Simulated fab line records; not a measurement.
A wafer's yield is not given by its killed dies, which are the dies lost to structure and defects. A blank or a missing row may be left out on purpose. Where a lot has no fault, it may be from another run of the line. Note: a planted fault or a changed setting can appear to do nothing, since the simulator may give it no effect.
Which tool is to blame? + flow n5 finfet + 33 wafers from 11 lots sampled at 2 of the route's 1938 steps

## WHAT THE GAUGES SHOWED, per wafer
N5_MOL_CONTACT_COAG_CD_MEAS_40: the cd target is 25.1 nm.
| lot  | measured     | on        | cd nm (nm)        |
|------|--------------|-----------|-------------------|
| L075 | day 5 13:39  | cd sem-02 | 25.06 25.56 25.30 |
| L077 | day 6 05:29  | cd sem-02 | 25.13 25.22 24.95 |
| L080 | day 7 04:37  | cd sem-01 | 24.65 25.23 25.10 |
| L082 | day 7 10:12  | cd sem-03 | 24.92 25.01 25.22 |
| L083 | day 7 18:12  | cd sem-02 | 25.05 24.85 25.00 |
| L086 | day 8 08:47  | cd sem-03 | 25.16 25.19 24.71 |
| L089 | day 8 23:43  | cd sem-02 | 25.20 25.16 25.02 |
| L091 | day 9 07:23  | cd sem-01 | 24.79 25.10 25.08 |
| L093 | day 9 21:42  | cd sem-03 | 25.16 25.21 25.61 |
| L095 | day 11 05:59 | cd sem-03 | 24.78 25.27 24.72 |
| L097 | day 11 22:59 | cd sem-02 | 25.06 25.22 25.06 |

## TOOL THAT RAN EACH LOT (tool first, then ch and the chambers of the sampled wafers, then the start)
| lot  | N5_MOL_CONTACT_COAG_STRIP_119        |
|------|--------------------------------------|
| L075 | plasma asher-02 ch 0,1, day 5 13:11  |
| L077 | plasma asher-02 ch 0,1, day 6 05:01  |
| L080 | plasma asher-02 ch 0,1, day 7 04:10  |
| L082 | plasma asher-01 ch 0,1, day 7 09:44  |
| L083 | plasma asher-01 ch 0,1, day 7 17:37  |
| L086 | plasma asher-02 ch 0,1, day 8 08:19  |
| L089 | plasma asher-02 ch 0,1, day 8 23:16  |
| L091 | plasma asher-02 ch 0,1, day 9 06:46  |
| L093 | plasma asher-01 ch 0,1, day 9 21:11  |
| L095 | plasma asher-02 ch 1, day 11 05:24   |
| L097 | plasma asher-01 ch 0,1, day 11 22:25 |
- N5_MOL_CONTACT_COAG_STRIP_119: strips in N2/H2, time 30 s.

## THE ANSWER, worked out from the rows above alone
Rule: usual is defined by the lots themselves. The widest of any qualifying gaps counts: lots, ordered by their means at a reading, are off when they make up no more than a third of the lots, leave a main group of 4 or more, and stand apart from it by 3 or more times the standard deviation of that group's means. A main group is skipped when, at the precision printed for the reading in the tables above, its means are all equal. Also off: a lot with no number at a reading for which 4 or more lots have one. The other lots that the step has rows for count as sound.
Nothing can be told from this: no lot is off at any reading shown.

## WHAT WAS PUT IN BY THE SIMULATOR
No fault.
